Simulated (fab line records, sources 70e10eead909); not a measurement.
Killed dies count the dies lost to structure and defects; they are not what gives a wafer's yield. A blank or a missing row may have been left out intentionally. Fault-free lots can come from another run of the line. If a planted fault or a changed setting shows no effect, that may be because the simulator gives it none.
Which tool was responsible? :: flow nand-harc :: 11 lots with 33 wafers sampled at 2 steps, on a route of 1159 steps

WHAT EACH GAUGE READ, for each wafer
NHARC_P_ZERO_WELL_CD_MEAS_24: the cd target is 720 nm.
lot: L482
measured: day 1 14:35
on: cd-sem-02
cd-nm (nm): 719.9 717.4 718.2

lot: L483
measured: day 1 20:38
on: cd-sem-01
cd-nm (nm): 718.7 717.7 718.1

lot: L485
measured: day 2 08:36
on: cd-sem-02
cd-nm (nm): 723.7 720.7 722.2

lot: L488
measured: day 3 02:27
on: cd-sem-01
cd-nm (nm): 719.5 718.5 719.8

lot: L489
measured: day 3 08:35
on: cd-sem-01
cd-nm (nm): - - -

lot: L499
measured: day 5 20:32
on: cd-sem-01
cd-nm (nm): 719.2 720.5 722.0

lot: L501
measured: day 6 08:28
on: cd-sem-01
cd-nm (nm): 720.5 719.7 721.3

lot: L502
measured: day 6 14:35
on: cd-sem-02
cd-nm (nm): 720.4 719.9 719.6

lot: L503
measured: day 6 20:28
on: cd-sem-01
cd-nm (nm): 719.7 720.9 720.1

lot: L504
measured: day 7 02:21
on: cd-sem-03
cd-nm (nm): 722.6 722.0 721.7

lot: L505
measured: day 7 08:31
on: cd-sem-01
cd-nm (nm): 723.0 721.2 721.2

TOOL THAT RAN EACH LOT (tool first, then ch and the chambers of the sampled wafers, then the start)
lot: L482
NHARC_P_ZERO_WELL_EXPOSE_21: krf-scanner-02 ch 0, day 1 14:26

lot: L483
NHARC_P_ZERO_WELL_EXPOSE_21: krf-scanner-04 ch 0, day 1 20:29

lot: L485
NHARC_P_ZERO_WELL_EXPOSE_21: krf-scanner-03 ch 0, day 2 08:26

lot: L488
NHARC_P_ZERO_WELL_EXPOSE_21: krf-scanner-03 ch 0, day 3 02:18

lot: L489
NHARC_P_ZERO_WELL_EXPOSE_21: krf-scanner-02 ch 0, day 3 08:26

lot: L499
NHARC_P_ZERO_WELL_EXPOSE_21: krf-scanner-03 ch 0, day 5 20:23

lot: L501
NHARC_P_ZERO_WELL_EXPOSE_21: krf-scanner-03 ch 0, day 6 08:19

lot: L502
NHARC_P_ZERO_WELL_EXPOSE_21: krf-scanner-04 ch 0, day 6 14:26

lot: L503
NHARC_P_ZERO_WELL_EXPOSE_21: krf-scanner-02 ch 0, day 6 20:18

lot: L504
NHARC_P_ZERO_WELL_EXPOSE_21: krf-scanner-02 ch 0, day 7 02:11

lot: L505
NHARC_P_ZERO_WELL_EXPOSE_21: krf-scanner-02 ch 0, day 7 08:22
- NHARC_P_ZERO_WELL_EXPOSE_21: exposes mask P NWELL, target cd 720 nm.

THE ANSWER, worked out from the rows above alone
Rule: what is usual is taken from the lots themselves. The widest of any qualifying gaps counts: lots, ordered by their means at a reading, are off when they make up no more than a third of the lots, leave a main group of 4 or more, and stand apart from it by 3 or more times the standard deviation of that group's means. A main group whose means are all the same, to the digits that the tables above print for the reading, isn't used. A lot without any number at a reading at which 4 lots or more have one is off too. Any other lot the step has rows for is counted as sound.
Off, at NHARC_P_ZERO_WELL_CD_MEAS_24 on cd-nm: L489. Without a number there: L489. Main group: mean 720.3 nm, sd 1.3.
A tool fits if, at a process step before that reading, it ran every lot that is off, and no sound lot after the first of them. Those tools and the gauges at NHARC_P_ZERO_WELL_CD_MEAS_24 are tried in the same way. Not one of the candidates tried fits.

WHAT HAD BEEN PUT IN BY THE SIMULATOR
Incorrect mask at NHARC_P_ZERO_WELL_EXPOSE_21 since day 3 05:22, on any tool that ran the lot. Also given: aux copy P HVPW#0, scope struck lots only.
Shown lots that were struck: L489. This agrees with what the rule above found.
